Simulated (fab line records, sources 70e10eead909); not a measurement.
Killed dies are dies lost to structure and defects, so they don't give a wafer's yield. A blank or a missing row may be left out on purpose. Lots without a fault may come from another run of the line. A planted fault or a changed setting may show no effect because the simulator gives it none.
Chamber matching | flow nand_harc | NHARC_P_M2_DESCUM_14 on rie_diel-05: 4 sister chambers
The step chemistry O2, time 3 s. 8 wafers are shown with their chamber, then 8 later ones without.

WAFERS WITH THEIR CHAMBER
wafer  | chamber | drypump_motor_current_A (A) | oes_product_au (a.u.)
L361.1 | 1       | 5.8                         | 1.000
L365.4 | 3       | 6.4                         | 1.009
L366.3 | 3       | 6.4                         | 1.013
L366.4 | 2       | 5.9                         | 1.002
L369.1 | 2       | 6.0                         | 1.017
L369.2 | 0       | 4.8                         | 1.001
L369.6 | 1       | 5.8                         | 0.993
L368.1 | 0       | 4.8                         | 0.984

WAFERS WITHOUT THEIR CHAMBER
wafer  | drypump_motor_current_A (A) | oes_product_au (a.u.)
L368.2 | 5.8                         | 0.982
L368.5 | 5.9                         | 1.016
L378.4 | 5.8                         | 0.991
L378.5 | 5.9                         | 1.009
L378.6 | 5.8                         | 0.995
L383.2 | 4.8                         | 0.991
L383.4 | 6.4                         | 1.003
L383.6 | 6.4                         | 1.015

WHICH CHAMBER EACH WENT THROUGH
wafer  | from the rows above     | in truth
L368.2 | 1                       | 1
L368.5 | 2                       | 2
L378.4 | 1                       | 1
L378.5 | can't be placed: 2 or 1 | 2
L378.6 | 1                       | 1
L383.2 | 0                       | 0
L383.4 | 3                       | 3
L383.6 | 3                       | 3
Placed correctly: 7 of 8. Can't be placed from these rows: 1 (the true chamber is among the candidates in 1). Placed wrongly: 0.
How it was worked out, from the rows above alone: a wafer's distance from a chamber is the root of the sum, over the readings, of the square of ((its reading less the chamber's mean) divided by the reading's scatter). The wafer belongs to the nearest chamber; if the next one is less than 2 further off, it can't be placed. A chamber's mean is the mean of its shown wafers. The scatter: the root of (the sum of the squares of (reading less its chamber's mean) over the shown wafers, divided by (wafers less chambers)).
